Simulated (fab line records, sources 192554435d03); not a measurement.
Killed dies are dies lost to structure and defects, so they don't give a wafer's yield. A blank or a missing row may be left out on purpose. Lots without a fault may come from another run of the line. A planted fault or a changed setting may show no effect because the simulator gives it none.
Chamber matching | flow n5_finfet | N5_MOL_CONTACT_COAG_ALD_133 on ald_sin-02: 4 sister chambers
The step deposits SiO2, target thk 5 nm, pulse time 1 s, co reactant pulse time 1 s. 8 wafers are shown with their chamber, then 12 later ones without.

WAFERS WITH THEIR CHAMBER
wafer  | chamber | heater_power_w (W) | precursor_pulse_height_rel
L082.3 | 1       | 66                 | 1.008
L090.1 | 1       | 66                 | 0.988
L092.1 | 0       | 87                 | 0.960
L092.2 | 3       | 67                 | 1.003
L092.6 | 0       | 88                 | 0.987
L093.1 | 3       | 68                 | 1.015
L093.4 | 2       | 67                 | 1.057
L093.5 | 2       | 66                 | 0.964

WAFERS WITHOUT THEIR CHAMBER
wafer  | heater_power_w (W) | precursor_pulse_height_rel
L094.1 | 69                 | 0.994
L094.5 | 86                 | 1.027
L094.6 | 66                 | 0.964
L095.1 | 64                 | 0.996
L095.2 | 66                 | 0.985
L095.4 | 65                 | 1.032
L096.2 | 90                 | 0.961
L096.3 | 69                 | 0.992
L096.5 | 65                 | 0.992
L097.1 | 64                 | 1.019
L097.3 | 69                 | 0.960
L097.5 | 68                 | 1.040

WHICH CHAMBER EACH WENT THROUGH
wafer  | from the rows above          | in truth
L094.1 | can't be placed: 3 or 2      | 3
L094.5 | 0                            | 0
L094.6 | can't be placed: 1 or 2 or 3 | 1
L095.1 | can't be placed: 1 or 2      | 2
L095.2 | can't be placed: 1 or 2      | 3
L095.4 | can't be placed: 1 or 2      | 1
L096.2 | 0                            | 0
L096.3 | can't be placed: 3 or 2      | 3
L096.5 | can't be placed: 1 or 2      | 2
L097.1 | can't be placed: 1 or 2      | 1
L097.3 | can't be placed: 3 or 2      | 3
L097.5 | can't be placed: 3 or 2      | 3
Placed correctly: 2 of 12. Can't be placed from these rows: 10 (the true chamber is among the candidates in 9). Placed wrongly: 0.
How it was worked out, from the rows above alone: a wafer's distance from a chamber is the root of the sum, over the readings, of the square of ((its reading less the chamber's mean) divided by the reading's scatter). The wafer belongs to the nearest chamber; if the next one is less than 2 further off, it can't be placed. A chamber's mean is the mean of its shown wafers. The scatter: the root of (the sum of the squares of (reading less its chamber's mean) over the shown wafers, divided by (wafers less chambers)).
